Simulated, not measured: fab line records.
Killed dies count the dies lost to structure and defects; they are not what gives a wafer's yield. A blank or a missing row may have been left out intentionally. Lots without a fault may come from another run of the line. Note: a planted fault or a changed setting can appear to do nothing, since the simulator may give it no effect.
Matching of chambers    flow n5-finfet    4 sister chambers for N5_BEOL_M6_ETCH_62 on rie-diel-02
The step etches SOC in N2/H2, target depth 110 nm, overetch 22 nm, time 165 s. 20 wafers are shown with their chamber, then 10 later ones without.

EACH WAFER AND ITS CHAMBER
wafer   chamber  drypump-motor-current-A (A)  throttle-valve-pct (%)  showerhead-plenum-p-Torr (Torr)
L074.1  2        5.0                          18.14                   2.43
L074.5  0        5.6                          17.98                   2.52
L074.6  1        5.4                          17.44                   2.49
L076.4  0        5.6                          17.99                   2.52
L076.5  0        5.6                          17.99                   2.52
L076.6  3        4.9                          17.92                   2.54
L077.1  1        5.4                          17.45                   2.48
L077.2  3        4.9                          17.94                   2.54
L077.6  0        5.6                          18.00                   2.52
L078.1  2        5.0                          18.15                   2.42
L078.4  3        4.9                          17.95                   2.54
L078.6  1        5.3                          17.46                   2.48
L083.1  0        5.6                          18.01                   2.51
L083.2  3        4.9                          17.93                   2.53
L083.6  1        5.4                          17.46                   2.48
L086.1  3        4.9                          17.96                   2.53
L086.3  1        5.4                          17.48                   2.47
L086.4  2        5.0                          18.19                   2.42
L088.1  2        5.0                          18.17                   2.42
L088.2  1        5.3                          17.48                   2.47

SIGNATURES (means of the wafers above)
reading                   chamber 0  chamber 1  chamber 2  chamber 3  scatter within a chamber
drypump-motor-current-A   5.600      5.367      5.000      4.900      0.0289
throttle-valve-pct        17.9940    17.4617    18.1625    17.9400    0.0164
showerhead-plenum-p-Torr  2.5180     2.4783     2.4225     2.5360     0.00591
Rule: for a wafer and a chamber, the distance is found by dividing, reading by reading, the gap between the wafer's reading and the chamber's mean by the reading's scatter, squaring, summing and taking the root. The wafer belongs to the nearest chamber; if the next one is less than 2 further off, it can't be placed. How the scatter is found: for the shown wafers, subtract from each reading the mean of its chamber, square and add these, divide the total by (wafers less chambers), then take the root.

WAFERS MISSING THEIR CHAMBER
wafer   drypump-motor-current-A (A)  throttle-valve-pct (%)  showerhead-plenum-p-Torr (Torr)
L088.3  4.9                          17.95                   2.53
L087.3  5.6                          18.02                   2.51
L087.5  5.6                          18.02                   2.51
L087.6  4.9                          17.95                   2.53
L091.3  4.9                          17.96                   2.52
L091.4  5.0                          18.20                   2.41
L091.6  5.6                          18.04                   2.50
L093.1  5.6                          18.05                   2.50
L093.4  5.3                          17.50                   2.47
L093.6  5.0                          18.22                   2.41

CHAMBER TAKEN BY EACH
wafer   from the rows above  in truth
L088.3  3                    3
L087.3  0                    0
L087.5  0                    0
L087.6  3                    3
L091.3  3                    3
L091.4  2                    2
L091.6  0                    0
L093.1  0                    0
L093.4  1                    1
L093.6  2                    2
10 of 10 placed correctly. Left unplaced by these rows: 0. Wrongly placed: 0.
